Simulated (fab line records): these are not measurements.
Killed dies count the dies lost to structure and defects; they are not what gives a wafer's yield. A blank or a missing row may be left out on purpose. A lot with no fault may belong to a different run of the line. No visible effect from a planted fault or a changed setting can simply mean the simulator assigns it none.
Chamber matching	flow n5Finfet	N5_BEOL_M5_ETCH_67 on rieDiel-01: 4 sister chambers
The step etches SiARC in CF4, target depth 15.6 nm, time 26 s. 30 wafers are shown with their chamber, then 12 later ones without.

== WAFERS, EACH WITH ITS CHAMBER ==
wafer	chamber	showerheadPlenumPTorr (Torr)	throttleValvePct (%)	drypumpMotorCurrentA (A)
L076.4	3	2.21	15.27	5.6
L076.5	3	2.21	15.30	5.6
L076.6	0	2.26	15.43	5.4
L078.4	2	2.08	15.31	5.4
L078.5	3	2.21	15.31	5.6
L078.6	0	2.26	15.44	5.4
L081.2	3	2.20	15.29	5.6
L081.3	1	2.06	15.95	5.1
L081.5	1	2.06	15.94	5.1
L083.3	1	2.05	15.96	5.1
L083.4	2	2.08	15.31	5.4
L083.5	1	2.05	15.98	5.1
L082.2	0	2.26	15.45	5.4
L082.3	1	2.05	15.98	5.1
L082.6	0	2.26	15.46	5.3
L084.1	3	2.20	15.31	5.6
L084.4	2	2.08	15.34	5.4
L084.6	0	2.25	15.47	5.4
L086.1	3	2.20	15.30	5.6
L086.2	0	2.25	15.48	5.3
L086.3	2	2.08	15.33	5.5
L085.1	2	2.08	15.34	5.4
L085.4	0	2.25	15.48	5.3
L085.6	0	2.25	15.47	5.3
L088.1	2	2.07	15.34	5.4
L088.3	1	2.05	15.99	5.1
L088.5	0	2.25	15.48	5.4
L090.1	0	2.25	15.49	5.3
L090.2	1	2.04	16.02	5.1
L090.6	1	2.04	16.01	5.1

SIGNATURES, as means of the wafers listed above
reading	chamber 0	chamber 1	chamber 2	chamber 3	scatter within a chamber
showerheadPlenumPTorr	2.2540	2.0500	2.0783	2.2050	0.0058
throttleValvePct	15.4650	15.9787	15.3283	15.2967	0.0207
drypumpMotorCurrentA	5.350	5.100	5.417	5.600	0.0358
Rule: for each reading, subtract the chamber's mean from the wafer's reading, divide by that reading's scatter and square the result; add these up over the readings and take the root, which gives the wafer's distance from the chamber. The wafer belongs to the nearest chamber; if the next one is less than 2 further off, it can't be placed. How the scatter is found: for the shown wafers, subtract from each reading the mean of its chamber, square and add these, divide the total by (wafers less chambers), then take the root.

== WAFERS WHOSE CHAMBER IS MISSING ==
wafer	showerheadPlenumPTorr (Torr)	throttleValvePct (%)	drypumpMotorCurrentA (A)
L093.1	2.25	15.50	5.4
L093.5	2.25	15.51	5.4
L093.6	2.20	15.35	5.6
L096.1	2.07	15.40	5.4
L096.3	2.19	15.34	5.6
L096.5	2.04	16.04	5.1
L095.1	2.04	16.02	5.1
L095.2	2.25	15.52	5.3
L095.4	2.20	15.34	5.6
L097.1	2.24	15.53	5.3
L097.4	2.04	16.05	5.1
L097.5	2.19	15.34	5.6

== CHAMBER TAKEN BY EACH ==
wafer	from the rows above	in truth
L093.1	0	0
L093.5	0	0
L093.6	3	3
L096.1	2	2
L096.3	3	3
L096.5	1	1
L095.1	1	1
L095.2	0	0
L095.4	3	3
L097.1	0	0
L097.4	1	1
L097.5	3	3
Correct placement for 12 of the 12. Number that these rows cannot place: 0. 0 placed wrongly.
